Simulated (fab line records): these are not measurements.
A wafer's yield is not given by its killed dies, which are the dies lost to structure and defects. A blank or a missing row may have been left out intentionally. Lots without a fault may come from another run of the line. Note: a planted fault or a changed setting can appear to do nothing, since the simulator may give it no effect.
Which of the tools did it?    flow n5_finfet    route of 1938 steps, sampled at 1 step: 11 lots, 31 wafers

== WHAT THE GAUGES READ, wafer by wafer ==
N5_BEOL_M9_INSPECT_30: inspects for defects (brightfield).
lot   measured      on                 raw_defect_count
L145  day 9 16:05   defect_inspect-02  413 449 350
L149  day 10 15:05  defect_inspect-02  384 412 471
L152  day 11 09:26  defect_inspect-02  477 517 486
L154  day 11 20:08  defect_inspect-02  414 349 341
L155  day 12 05:52  defect_inspect-02  399 364 387
L157  day 13 00:11  defect_inspect-02  353 351
L156  day 13 02:36  defect_inspect-01  337 306 298
L160  day 13 08:10  defect_inspect-02  288 240
L165  day 14 12:34  defect_inspect-01  464 495 398
L168  day 15 13:32  defect_inspect-01  344 323 311
L167  day 15 14:07  defect_inspect-01  334 478 309

== WHAT TOOL EACH LOT RAN ON (gives the tool, then ch and the chambers of the sampled wafers, and finally the start) ==
The record shows no process step preceding these readings.

== AS READ BY THE TOOLS THEMSELVES (means over the sampled wafers that have a number; for cases with no such wafer, the mark the record gives instead) ==
The record holds no such reading with a usual standard deviation.

== THE ANSWER, worked out from the rows above alone ==
Rule: usual is defined by the lots themselves. Put in order of their means at a reading, lots are off if they are a third of the lots or fewer, leave a main group of 4 or more, and stand apart from it by a gap of 3 or more times the standard deviation of the main group's means; of several such gaps the widest counts. A main group whose means are all the same, to the digits that the tables above print for the reading, isn't used. A lot without any number at a reading at which 4 lots or more have one is off too. All remaining lots with rows at the step are treated as sound. After the gauges, taken in route order, come the tools' own readings; for these a lot's mean is taken, as printed above. The first step at which some lot is off is used, and at that step the reading that is off furthest; a lot without a number counts as furthest.
None of the lots is off at any reading shown; this tells nothing.

== WHAT WAS PUT IN BY THE SIMULATOR ==
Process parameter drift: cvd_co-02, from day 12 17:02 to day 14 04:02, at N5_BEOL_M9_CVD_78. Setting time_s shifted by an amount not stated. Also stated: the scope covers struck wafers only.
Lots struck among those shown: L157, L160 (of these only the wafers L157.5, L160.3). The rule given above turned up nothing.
